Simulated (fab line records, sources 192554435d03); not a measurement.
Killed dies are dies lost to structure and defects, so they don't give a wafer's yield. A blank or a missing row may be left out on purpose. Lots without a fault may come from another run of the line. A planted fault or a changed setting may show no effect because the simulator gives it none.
fab line records | flow n5_finfet
record lots=6 wafers=18 last_day=19
route steps=1938 shown SDB@362 BEOL_M4@1111 PASSIVATION@1936
lots that met no fault: from a run of the same line without faults
start_h: hours from the record's first day to the start of the lot's first wafer shown | wait_h: hours since the lot's step before | " the same as in the row above | L1.1+2: a row that stands for several wafers | - no value, or no start given | * or withheld: withheld | < > ~ a bound
route shown NAME@n: a module of which the file shows steps, and the number in the route of the first | usual: mean/standard deviation of fault-free wafers | same: alike in all rows | chamber/n: place in a boat | sites: the reading at each site | _std_site: their standard deviation | _edge_site: outer sites' mean less inner sites' | radius_mm: how far each site lies from the wafer's centre | mask NAME#n: copy n | behind: the tool/chamber that last shaped the wafer | hold: why the lot was held/for how many hours/how that ended | device: the transistor (n, p or np) that didn't switch | end of line: the same wafers' tests at the end of the route | a step without rows: its recipe alone | killed: dies lost to structure and defects at the first sort, not the wafer's yield | map: a wafer's dies, x killed, . not, _ none there
set.NAME: the setting as run; set.NAME@STEP: as run at that earlier step | model.NAME: the simulator's own value behind a step, which no gauge read
lots at some steps of the route; a table a step, a row a wafer
services: from which hour (start_h, from the record's first day; less than 0 if before it) a tool's chamber was out of use, for how many hours, and why
## steps
# step N5_SDB_STRIP_19
# recipe chemistry=N2/H2 temp_c=40 n2_flow_sccm=200 h2_flow_sccm=200 rf_frequency_hz=6e+07
# step N5_SDB_STRIP_21
# recipe chemistry=CF4 resist=SiARC power_w=300 bias_power_w=75 pressure_mtorr=50 cf4_flow_sccm=150 rf_frequency_hz=6e+07
# usual drypump_motor_current_A=5.7/0.51 oes_product_au=0.79/0.087 rf_fwd_power_W=292.5/0.91 rf_vpp_V=271.3/1.4 showerhead_plenum_p_Torr=1.80/0.065 throttle_valve_pct=13.56/0.24
# columns lot.wafer tool chamber start_h wait_h drypump_motor_current_A oes_product_au rf_fwd_power_W rf_hours_counter_h rf_vpp_V showerhead_plenum_p_Torr throttle_valve_pct
L446.1 rie_diel-06 2 83.28 0.0 5.4 0.69 290.7 211 272.0 1.85 13.81
L446.5 " 1 " " 5.9 0.97 292.9 - 273.5 1.92 13.36
L446.6 " 2 " " 5.4 0.71 291.5 - 273.5 1.85 13.83
L448.1 rie_diel-04 0 96.44 0.0 4.9 0.84 292.2 67 269.8 1.73 13.42
L448.4 " 2 " " 6.8 0.70 292.8 - 270.6 1.77 13.95
L448.6 " 0 " " 5.0 0.84 292.5 - 270.6 1.73 13.43
L451.2 rie_diel-03 3 116.70 0.0 5.7 0.83 293.0 71 269.5 1.74 13.26
L451.4 " 0 " " 5.2 0.80 292.8 84 271.7 1.88 13.58
L451.5 " 2 " " 5.6 0.86 293.2 - 271.1 1.75 13.56
L463.1 rie_diel-03 0 190.84 0.0 5.2 0.77 291.2 109 271.9 1.88 13.65
L463.2 " 3 " " 5.7 0.79 291.7 97 270.4 1.73 13.34
L463.4 " 2 " " 5.6 0.83 291.4 75 270.6 1.74 13.63
L465.1 rie_diel-03 2 198.15 0.0 5.6 0.83 292.9 78 269.9 1.74 13.63
L465.2 " 0 " " 5.2 0.78 291.8 112 272.4 1.88 13.64
L465.6 " 1 " " 6.3 0.78 292.2 - 270.7 1.80 13.27
L466.2 rie_diel-06 2 204.24 0.0 5.3 0.68 290.0 249 272.2 1.84 13.89
L466.5 " 0 " " 5.3 0.90 293.1 - 271.1 1.84 13.45
L466.6 " 1 " " 5.9 0.88 292.1 - 272.5 1.91 13.44
# step N5_SDB_HM_OPEN_20
# recipe chemistry=CH3F/O2 target=SiNx mask_material=SOC target_depth_a=240 stop_on=poly-Si over_etch_frac=0.4 ion_energy_ev=120 pressure_mtorr=30 source_w=395 bias_w=73 Ar_flow_sccm=150 CH3F_flow_sccm=30 O2_flow_sccm=20
# usual drypump_motor_current_A=5.7/0.51 oes_product_au=0.66/0.073 rf_fwd_power_W=392.1/1.5 rf_vpp_V=298/4.4 showerhead_plenum_p_Torr=2.01/0.071 throttle_valve_pct=16.33/0.23
# columns lot.wafer tool chamber start_h wait_h drypump_motor_current_A oes_product_au rf_fwd_power_W rf_hours_counter_h rf_vpp_V showerhead_plenum_p_Torr throttle_valve_pct
L446.1 rie_diel-06 2 83.30 0.0 5.4 0.58 390.2 211 299 2.06 16.50
L446.5 " 1 " " 5.9 0.81 392.9 - 302 2.14 16.11
L446.6 " 2 " " 5.3 0.58 391.2 - 299 2.06 16.52
L448.1 rie_diel-04 0 96.46 0.0 4.9 0.68 391.1 67 291 1.96 16.35
L448.4 " 2 " " 6.8 0.59 394.3 - 299 1.99 16.79
L448.6 " 0 " " 4.9 0.69 390.2 - 291 1.96 16.36
L451.2 rie_diel-03 3 116.72 0.0 5.7 0.68 391.8 71 295 1.95 16.13
L451.4 " 0 " " 5.2 0.67 391.9 84 299 2.10 16.33
L451.5 " 2 " " 5.6 0.73 392.8 - 303 1.94 16.32
L463.1 rie_diel-03 0 190.86 0.0 5.2 0.66 390.2 109 298 2.09 16.37
L463.2 " 3 " " 5.7 0.67 392.0 97 294 1.94 16.19
L463.4 " 2 " " 5.6 0.69 392.2 75 305 1.93 16.34
L465.1 rie_diel-03 2 198.17 0.0 5.6 0.68 391.9 78 303 1.93 16.36
L465.2 " 0 " " 5.2 0.63 390.2 112 298 2.09 16.36
L465.6 " 1 " " 6.3 0.65 394.5 - 305 2.03 16.12
L466.2 rie_diel-06 2 204.26 0.0 5.4 0.56 392.6 249 299 2.05 16.61
L466.5 " 0 " " 5.3 0.75 392.6 - 298 2.03 16.14
L466.6 " 1 " " 5.9 0.74 392.7 - 301 2.12 16.17
# step N5_SDB_STRIP_22
# recipe chemistry=N2/H2 power_w=1000 temp_c=250 h2_frac=0.65 overash_fraction=0.3 pressure_mtorr=withheld n2_flow_sccm=1750 h2_flow_sccm=3250
# usual drypump_motor_current_A=6.37/0.086 heater_power_w=324/16 oes_product_au=0.715/0.0052 strip_time_to_endpoint_s=96.3/0.42
# columns lot.wafer tool chamber start_h wait_h drypump_motor_current_A heater_power_w oes_product_au rf_hours_counter_h strip_time_to_endpoint_s
L446.1 plasma_asher-02 0 83.38 0.1 6.24 330 0.710 45 95.6
L446.5 " 1 " " 6.44 343 0.706 - 95.5
L446.6 " 0 " " 6.27 308 0.716 - 95.5
L448.1 plasma_asher-01 0 96.54 0.1 6.43 299 0.718 79 96.8
L448.4 " 0 " " 6.43 294 0.713 - 96.8
L448.6 " 1 " " 6.36 317 0.717 - 96.6
L451.2 plasma_asher-02 0 116.80 0.1 6.23 318 0.713 52 96.4
L451.4 " 1 " " 6.42 341 0.718 - 96.7
L451.5 " 0 " " 6.23 324 0.721 - 96.8
L463.1 plasma_asher-02 1 190.94 0.1 6.46 339 0.714 69 96.0
L463.2 " 0 " " 6.22 329 0.724 69 95.8
L463.4 " 1 " " 6.43 340 0.720 - 96.0
L465.1 plasma_asher-01 1 198.25 0.1 6.42 317 0.717 96 96.2
L465.2 " 0 " " 6.43 310 0.709 96 96.3
L465.6 " 1 " " 6.45 311 0.717 - 96.3
L466.2 plasma_asher-02 0 204.34 0.1 6.24 331 0.715 71 96.1
L466.5 " 1 " " 6.43 344 0.710 - 96.7
L466.6 " 0 " " 6.25 315 0.710 - 96.5
# step N5_SDB_PRECLEAN_23
# recipe chemistry=dHF time_s=30 temp_c=25 dilution=withheld
# step N5_SDB_DUMMY_REMOVE_24
# recipe chemistry=TMAH temp_c=70 target=poly-Si stop_on=SiO2 target_depth_nm=142 conc_wt_pct=5 time_s=57 dry=ipa_marangoni rinse_time_s=30 rinse_temp_c=23
# step N5_SDB_ETCH_25
# recipe chemistry=C4F6/O2 target=SiO2 target_depth_a=100 time_s=3.3 ion_energy_ev=250 mask_material=SiNx pressure_mtorr=30 source_w=345 bias_w=185 Ar_flow_sccm=300 C4F6_flow_sccm=10 O2_flow_sccm=10
# step N5_SDB_CUT_ETCH_26
# recipe chemistry=HBr/Cl2/O2 target=Si target_depth_a=1296 bt_time_s=20 mask_material=SiNx time_s=51.8 ion_energy_ev=* bias_w=* pressure_mtorr=10 icp_w=800 HBr_flow_sccm=150 Cl2_flow_sccm=80 O2_flow_sccm=12
# usual drypump_motor_current_A=5.9/0.43 oes_product_au=1.000/0.018 rf_fwd_power_W=* throttle_valve_pct=37.2/0.35
# columns lot.wafer tool chamber start_h wait_h drypump_motor_current_A oes_product_au rf_fwd_power_W rf_hours_counter_h throttle_valve_pct
L446.1 rie_si-02 0 83.71 0.1 5.9 1.017 * 88 37.0
L446.5 " 1 " " 6.1 0.980 * - 37.4
L446.6 " 0 " " 5.8 1.007 * - 37.0
L448.1 rie_si-01 1 96.84 0.1 6.5 0.997 * 69 37.9
L448.4 " 3 " " 6.3 1.021 * 1 36.7
L448.6 " 0 " " 6.3 1.024 * - 36.7
L451.2 rie_si-06 3 117.10 0.1 5.3 0.982 * 67 37.1
L451.4 " 1 " " 6.1 0.998 * 158 37.3
L451.5 " 0 " " 5.7 1.024 * - 37.1
L463.1 rie_si-06 2 191.24 0.1 5.8 0.973 * 91 37.2
L463.2 " 1 " " 6.1 0.997 * 160 37.3
L463.4 " 0 " " 5.6 1.024 * 115 37.1
L465.1 rie_si-02 1 198.55 0.1 6.0 0.986 * 184 37.4
L465.2 " 3 " " 6.0 1.007 * 7 37.5
L465.6 " 2 " " 5.7 0.990 * - 37.3
L466.2 rie_si-06 2 204.64 0.1 5.8 0.968 * 91 37.2
L466.5 " 2 " " 5.8 0.973 * - 37.2
L466.6 " 3 " " 5.3 0.992 * - 37.1
# step N5_SDB_PRECLEAN_38
# recipe chemistry=dHF time_s=10 dilution=750:1 temp_c=25
# step N5_SDB_PRECLEAN_39
# recipe chemistry=O3/DIW time_s=45 temp_c=22 o3_ppm=10
# step N5_SDB_SRD_28
# recipe dry=ipa_marangoni time_s=30 temp_c=23 rinse_liquid=diw
# step N5_SDB_ALD_29
# recipe material=SiNx target_thk_a=300 temp_c=400 ald_precursor_family=SiH2I2 ald_co_reactant=N2/H2-plasma pulse_time_s=1 ald_cycles=600 purge_time_s=2 co_reactant_purge_time_s=2 pressure_torr=2
# usual heater_power_w=865/99 precursor_pulse_height_rel=1.001/0.019
# same pulse_time_s=1
# columns lot.wafer tool chamber start_h wait_h heater_power_w precursor_pulse_height_rel
L446.1 ald_sin-02 1 83.90 0.0 989 0.987
L446.5 " 1 85.25 1.4 1013 1.006
L446.6 " 2 " " 865 1.007
L448.1 ald_sin-03 3 97.03 0.0 646 0.994
L448.4 " 1 " " 826 1.014
L448.6 " 1 98.38 1.4 856 1.016
L451.2 ald_sin-03 0 117.28 0.0 845 1.007
L451.4 " 3 " " 658 1.016
L451.5 " 3 118.64 1.4 658 0.998
L463.1 ald_sin-03 3 191.50 0.1 635 0.988
L463.2 " 2 " " 925 1.032
L463.4 " 0 " " 847 0.995
L465.1 ald_sin-02 1 198.74 0.0 1002 1.020
L465.2 " 0 " " 890 1.004
L465.6 " 2 200.09 1.4 879 1.017
L466.2 ald_sin-02 1 204.82 0.0 999 0.990
L466.5 " 0 206.18 1.4 873 1.004
L466.6 " 3 " " 929 0.995
# step N5_SDB_CMP_30
# recipe stop_on=poly-Si t_overpolish_s=1.54 post_cmp_clean=alkaline_brush down_force_psi=4.1491 platen_rpm=51.796 pad_velocity_m_s=1.0306 target_thk_nm=30
# usual motor_current_A=11.6/0.88 overpolish_run_s=1.540/0.0077 time_to_endpoint_s=16.3/2.3
# columns lot.wafer tool chamber start_h wait_h motor_current_A overpolish_run_s time_to_endpoint_s model.a-Si_of_DUMMY_GATE_CVD_03.thk_nm
L446.1 cmp-03 2 86.71 1.5 11.1 1.537 17.1 63.2
L446.6 " 0 " " 11.3 1.548 16.6 65.2
L446.5 " 1 " " 11.7 1.548 15.9 62.8
L448.4 cmp-02 0 99.76 1.4 11.0 1.533 12.5 63.6
L448.1 " 1 " " 12.7 1.553 18.3 63.6
L448.6 " 0 " " 10.7 1.545 13.1 64.2
L451.4 cmp-03 2 120.06 1.4 10.5 1.539 19.3 64.2
L451.2 " 3 " " 11.8 1.527 20.7 61.6
L451.5 " 1 " " 12.1 1.539 17.0 64
L463.4 cmp-02 3 194.27 1.4 10.6 1.539 17.1 62.4
L463.2 " 0 " " 9.9 1.543 12.8 63
L463.1 " 1 " " 12.6 1.540 34.8 65.6
L465.2 cmp-02 3 201.47 1.4 11.3 1.535 15.7 64
L465.1 " 0 " " 10.7 1.531 33.6 65.2
L465.6 " 3 " " 12.0 1.538 34.5 67.6
L466.2 cmp-03 3 207.56 1.4 11.5 1.556 20.4 63.6
L466.6 " 3 " " 11.4 1.530 20.6 65
L466.5 " 0 " " 11.2 1.544 16.5 65.8
# step N5_SDB_THK_MEAS_31
# recipe reads=a-Si_of_DUMMY_GATE_CVD_03
# usual SDB_THK=64.1/0.99
# columns lot.wafer tool chamber start_h wait_h SDB_THK[nm]
L446.1 film_metro-01 - 86.93 - 63.2
L446.5 " - " " 62.8
L446.6 " - " " 65.2
L448.1 film_metro-02 - 100.05 - 63.7
L448.4 " - " " 63.6
L448.6 " - " " 64.1
L451.2 film_metro-02 - 120.31 - 61.6
L451.4 " - " " 64.1
L451.5 " - " " 63.8
L463.1 film_metro-02 - 194.53 - 65.5
L463.2 " - " " 63.0
L463.4 " - " " 62.5
L465.1 film_metro-01 - 201.77 - 65.1
L465.2 " - " " 64.0
L465.6 " - " " 67.6
L466.2 film_metro-02 - 207.85 - 63.5
L466.5 " - " " 65.8
L466.6 " - " " 65.0
# step N5_BEOL_M4_RC_MEAS_101
# usual DIBL_N=36.0/2.2 DIBL_P=36.2/2.4 IOFF_N=0.16/0.035 IOFF_P=0.21/0.037 ION_N=672/13 ION_P=461/7 SS_N=71.4/0.69 SS_P=73.2/0.75 VT_N=250/3.4 VT_P=-251/3
# columns lot.wafer tool chamber start_h wait_h DIBL_N[mV/V] DIBL_P[mV/V] IOFF_N[nA/um] IOFF_P[nA/um] ION_N[uA/um] ION_P[uA/um] SS_N[mV/dec] SS_P[mV/dec] VT_N[mV] VT_P[mV]
L446.1 prober-01 0 207.81 0.1 36.6 36.3 0.14 0.21 674 464 71.2 72.9 252 -248
L446.5 " 0 " " 34.6 33.4 0.10 0.17 655 461 70.7 71.9 259 -250
L446.6 " 0 " " 36.5 36.1 0.13 0.21 671 468 71.8 72.7 252 -248
L448.1 prober-02 0 236.73 0.0 33.1 33.9 0.11 0.17 653 452 70.3 72.8 258 -255
L448.4 " 0 " " 36.9 37.4 0.19 0.23 678 466 72.1 73.7 248 -249
L448.6 " 0 " " 37.6 38.0 0.20 0.24 668 458 72.4 74.2 249 -250
L451.2 prober-01 0 240.85 0.2 36.1 36.7 0.15 0.19 676 460 71.7 73.5 249 -252
L451.4 " 0 " " 35.8 36.0 0.15 0.18 647 445 72.5 73.0 253 -253
L451.5 " 0 " " 37.6 37.9 0.18 0.22 682 462 71.8 73.2 248 -251
L463.1 prober-01 0 315.90 0.0 33.5 32.5 0.11 0.14 662 454 70.8 72.1 252 -257
L463.2 " 0 " " 39.2 39.1 0.21 0.23 693 468 72.4 73.8 244 -250
L463.4 " 0 " " 36.1 35.8 0.15 0.18 680 461 70.4 72.9 246 -253
L465.1 prober-02 0 338.03 0.0 31.7 32.4 0.11 0.14 658 455 70.7 72.2 257 -258
L465.2 " 0 " " 32.4 33.1 0.11 0.15 669 459 70.8 72.2 255 -256
L465.6 " 0 " " 31.6 31.1 0.11 0.13 657 447 70.8 71.9 253 -255
L466.2 prober-01 0 341.25 0.2 38.0 36.8 0.19 0.22 691 470 71.4 73.7 244 -248
L466.5 " 0 " " 38.4 37.7 0.18 0.24 679 466 71.6 73.9 247 -250
L466.6 " 0 " " 39.5 40.4 0.24 0.29 702 484 72.3 74.4 245 -247
# step N5_PASSIVATION_PROBE_49
# usual defect_limited_yield=91.2/1.4 killed_at_M0_to_M3=34/9.4 killed_at_M4_up=14/5.6 killed_at_contacts=13/7.8 killed_at_front_end=37/10 killed_at_other=4/3.3 killed_dies=103/17 killed_open=68/13 killed_short=33/8.2 sort_bin_5_function=5.1/0.92 sort_bin_6_memory=3.3/0.71 sort_n_pass=1077/17 sort_yield_pct=91.2/1.4
# same gross_dies=1180 killed_at_back_side=0 sort_bin_4_leakage[%]=0 sort_bin_8_speed[%]=0
# columns lot.wafer tool chamber start_h wait_h defect_limited_yield[%] killed_at_M0_to_M3 killed_at_M4_up killed_at_contacts killed_at_front_end killed_at_other killed_dies killed_open killed_short sort_bin_5_function[%] sort_bin_6_memory[%] sort_n_pass sort_yield_pct[%]
L446.1 prober-02 - 309.04 0.0 87.3 29 23 24 70 4 150 97 53 6.7 5.3 1030 87.3
L446.5 prober-02 - 309.24 0.2 90.8 34 25 10 38 2 109 69 40 5.0 3.6 1071 90.8
L446.6 prober-02 - 309.29 0.3 90.8 28 19 11 44 6 108 65 43 4.7 3.9 1072 90.8
# killed by level:class
L446.1 STI_FIN_REVEAL:geometric_particle:open=21 FIN_SAQP:geometric_particle:short=18 MOL_CONTACT_COAG:geometric_particle:open=18 FIN_SAQP:geometric_particle:open=12 BEOL_M4:geometric_particle:open=11 BEOL_M4:geometric_particle:short=8 BEOL_M0_SAQP:geometric_particle:open=7 MOL_CONTACT_COAG:geometric_particle:short=6
L446.5 BEOL_M4:geometric_particle:open=12 MOL_CONTACT_COAG:geometric_particle:open=9 BEOL_M0_SAQP:geometric_particle:short=9 FIN_SAQP:geometric_particle:short=8 STI_FIN_REVEAL:geometric_particle:open=8 BEOL_M2:geometric_particle:open=7 BEOL_M0_SAQP:geometric_particle:open=6 STARTING-WAFER:geometric_particle:short=6
L446.6 BEOL_M0_SAQP:geometric_particle:short=12 BEOL_M4:geometric_particle:open=12 STI_FIN_REVEAL:geometric_particle:open=11 FIN_SAQP:geometric_particle:open=9 MOL_CONTACT_COAG:geometric_particle:open=8 FIN_SAQP:geometric_particle:short=6 BEOL_M1:geometric_particle:open=5 STARTING-WAFER:geometric_particle:open=5
## services
# columns tool chamber start_h hours kind
cmp-03 - 61.63 1.8 repair
cmp-02 - 63.53 3.0 repair
cmp-03 - 67.79 2.6 repair
rie_diel-06 3 70.48 - clean
rie_diel-06 3 70.48 - consumable_replace:focus_ring
rie_diel-03 0 72.76 9.1 repair
ald_sin-03 0 73.62 5.7 repair
rie_diel-06 - 74.08 0.7 repair
cmp-03 - 76.05 1.3 repair
ald_sin-02 - 76.53 2.3 repair
ald_sin-03 - 80.68 6.1 pm
rie_si-06 3 101.43 2.5 repair
ald_sin-03 - 108.58 0.9 repair
plasma_asher-01 - 116.91 6.5 repair
ald_sin-03 - 119.99 2.8 pm
rie_si-01 2 120.73 1.2 repair
rie_si-06 2 122.13 6.5 repair
cmp-02 - 129.15 4.9 repair
ald_sin-03 1 130.03 1.8 repair
rie_diel-04 2 142.43 9.2 repair
rie_diel-04 3 166.11 2.1 repair
ald_sin-03 - 194.21 6.0 pm
rie_diel-06 - 202.66 1.0 repair
cmp-02 - 205.60 1.3 repair
## key
first_sign step=N5_SDB_CMP_30 reading=time_to_endpoint_s direction=up sigmas=7.7 usual=* struck=*
effect step=N5_SDB_THK_MEAS_31 reading=SDB_THK direction=up sigmas=2 usual=64.1 struck=66.1
model_effect step=N5_SDB_CMP_30 value=a-Si_of_DUMMY_GATE_CVD_03.thk_nm without=64.13 struck=66.13
met_at N5_SDB_CMP_30
struck_wafers L463.1,L465.1,L465.6
onset_between 99.76 194.27
fault kind=process_parameter_drift tool=cmp-02 chamber=- onset_h=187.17 steps=N5_SDB_CMP_30 channel=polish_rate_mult offset=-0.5 shape=step end_h=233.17 scope=struck_wafers_only
